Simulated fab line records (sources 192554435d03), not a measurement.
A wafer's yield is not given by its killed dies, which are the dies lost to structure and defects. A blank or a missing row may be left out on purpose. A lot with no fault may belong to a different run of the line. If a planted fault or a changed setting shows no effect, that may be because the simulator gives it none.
The tool behind it: which one?	flow n5-finfet	14 lots, 42 wafers sampled, at 4 steps of a route of 1938

== WHAT THE GAUGES READ, wafer by wafer ==
N5_BEOL_M5_OVL_MEAS_12.
lot	measured	on	M5_OVL (nm)
L946	day 8 14:18	overlay-02	0.8 0.0 0.0
L947	day 9 04:24	overlay-01	1.4 1.5 0.6
L949	day 9 11:07	overlay-01	-0.3 -0.1 0.0
L948	day 9 11:22	overlay-01	-0.6 -0.2 -0.7
L950	day 9 18:29	overlay-01	0.1 0.9 -0.3
L951	day 9 19:21	overlay-02	1.0 0.0 1.1
L952	day 10 02:25	overlay-01	- - -
L953	day 10 10:59	overlay-01	- - -
L955	day 10 21:25	overlay-01	0.9 1.0 0.5
L961	day 12 06:40	overlay-01	0.6 0.7 0.7
L963	day 13 02:20	overlay-02	0.2 -0.7 -0.7
L965	day 13 23:52	overlay-02	0.3 -0.3 0.2
L967	day 14 00:04	overlay-01	1.0 -0.7 0.2
L969	day 14 10:47	overlay-01	-0.6 -1.0 0.5

== WHICH TOOL RAN EACH LOT (tool, then ch and the chambers of the sampled wafers, then the start) ==
lot	N5_BEOL_M5_CURE_79	N5_BEOL_M5_HM_DEP_02	N5_BEOL_M5_PEB_09
L946	uv-cure-01 ch 1, day 8 11:22	pvd-sputter-02, day 8 13:53	litho-track-04 ch 0, day 8 14:12
L947	uv-cure-03 ch 0, day 9 02:10	pvd-sputter-02, day 9 03:52	litho-track-01 ch 0, day 9 04:19
L949	uv-cure-03 ch 1, day 9 09:11	pvd-sputter-03, day 9 10:34	litho-track-01 ch 0, day 9 11:01
L948	uv-cure-02 ch 0, day 9 09:18	pvd-sputter-03, day 9 10:50	litho-track-01 ch 0, day 9 11:16
L950	uv-cure-03 ch 0, day 9 15:24	pvd-sputter-01, day 9 18:03	litho-track-03 ch 0, day 9 18:23
L951	uv-cure-03 ch 2, day 9 17:19	pvd-sputter-03, day 9 18:47	litho-track-04 ch 0, day 9 19:14
L952	uv-cure-01 ch 1, day 10 00:02	pvd-sputter-02, day 10 01:59	litho-track-01, day 10 02:19
L953	uv-cure-01 ch 1, day 10 09:54	pvd-sputter-01, day 10 10:33	litho-track-04, day 10 10:52
L955	uv-cure-03 ch 2, day 10 19:44	pvd-sputter-02, day 10 20:52	litho-track-03 ch 0, day 10 21:19
L961	uv-cure-03 ch 1, day 12 03:21	pvd-sputter-03, day 12 06:14	litho-track-03 ch 0, day 12 06:35
L963	uv-cure-03 ch 2, day 13 00:16	pvd-sputter-03, day 13 01:47	litho-track-03 ch 0, day 13 02:14
L965	uv-cure-01 ch 2, day 13 20:31	pvd-sputter-02, day 13 23:17	litho-track-03 ch 0, day 13 23:45
L967	uv-cure-02 ch 0, day 13 22:29	pvd-sputter-01, day 13 23:38	litho-track-01 ch 0, day 13 23:58
L969	uv-cure-01 ch 0, day 14 09:30	pvd-sputter-03, day 14 10:22	litho-track-04 ch 0, day 14 10:41
- N5_BEOL_M5_CURE_79: cures SiCOH lowk, time 240 s.
- N5_BEOL_M5_HM_DEP_02: deposits TiN, target thk 20 nm.
- N5_BEOL_M5_PEB_09: peb time 60 s.

== WHAT THE TOOLS THEMSELVES READ (means of the sampled wafers that have a number; where no wafer has one, the mark that the record gives instead) ==
N5_BEOL_M5_CURE_79.
lot	tool	lamp-power-pct (%)	wafer_temp_C_max
L946	uv-cure-01	52.31	386.4
L947	uv-cure-03	52.30	386.9
L949	uv-cure-03	52.37	387.8
L948	uv-cure-02	52.30	386.8
L950	uv-cure-03	52.31	386.4
L951	uv-cure-03	52.34	386.5
L952	uv-cure-01	52.31	386.0
L953	uv-cure-01	52.34	386.2
L955	uv-cure-03	52.37	386.8
L961	uv-cure-03	52.27	387.1
L963	uv-cure-03	52.29	386.2
L965	uv-cure-01	52.34	386.3
L967	uv-cure-02	52.30	386.4
L969	uv-cure-01	52.33	386.4

N5_BEOL_M5_HM_DEP_02.
lot	tool	throttle-valve-pct (%)
L946	pvd-sputter-02	29.9
L947	pvd-sputter-02	29.5
L949	pvd-sputter-03	30.7
L948	pvd-sputter-03	30.0
L950	pvd-sputter-01	30.5
L951	pvd-sputter-03	29.5
L952	pvd-sputter-02	30.3
L953	pvd-sputter-01	30.5
L955	pvd-sputter-02	30.7
L961	pvd-sputter-03	30.2
L963	pvd-sputter-03	31.0
L965	pvd-sputter-02	30.7
L967	pvd-sputter-01	29.8
L969	pvd-sputter-03	29.3

N5_BEOL_M5_PEB_09.
lot	tool	chill-plate-temp-C (C)	exhaust-pa (Pa)	resist-line-temp-C (C)
L946	litho-track-04	23.02	44.8	23.03
L947	litho-track-01	23.11	44.5	23.05
L949	litho-track-01	22.89	45.9	23.04
L948	litho-track-01	23.00	45.7	23.05
L950	litho-track-03	23.03	46.2	23.03
L951	litho-track-04	22.96	45.2	23.03
L952	litho-track-01	-	-	-
L953	litho-track-04	-	-	-
L955	litho-track-03	22.99	45.1	23.04
L961	litho-track-03	23.04	43.8	22.94
L963	litho-track-03	23.04	46.6	22.88
L965	litho-track-03	22.97	46.0	23.02
L967	litho-track-01	23.01	45.0	22.92
L969	litho-track-04	23.04	45.9	23.09

== THE ANSWER, worked out from the rows above alone ==
Rule: usual is defined by the lots themselves. Put in order of their means at a reading, lots are off if they are a third of the lots or fewer, leave a main group of 4 or more, and stand apart from it by a gap of 3 or more times the standard deviation of the main group's means; of several such gaps the widest counts. The tables above print the reading to a certain number of digits; a main group whose means all agree to those digits is not used. Also off: a lot with no number at a reading for which 4 or more lots have one. Any other lot the step has rows for is counted as sound. Order of review: gauges by route order, followed by the tools' own readings, for which a lot's mean as printed above is used. The first step at which some lot is off is used, and at that step the reading that is off furthest; a lot without a number counts as furthest.
Off: L952, L953, seen at N5_BEOL_M5_OVL_MEAS_12 (M5_OVL). Without a number there: L952, L953. For the main group the mean is 0.2 nm and the standard deviation 0.51.
If a tool, at a process step before that reading, ran all the lots that are off and no sound lot after the first of them, it fits. Not tried: the gauges at N5_BEOL_M5_OVL_MEAS_12; whatever is off there is also off at N5_BEOL_M5_PEB_09, on other tools, and gauge error can't account for it. Of those tried, none fits.

== WHAT WAS PUT IN BY THE SIMULATOR ==
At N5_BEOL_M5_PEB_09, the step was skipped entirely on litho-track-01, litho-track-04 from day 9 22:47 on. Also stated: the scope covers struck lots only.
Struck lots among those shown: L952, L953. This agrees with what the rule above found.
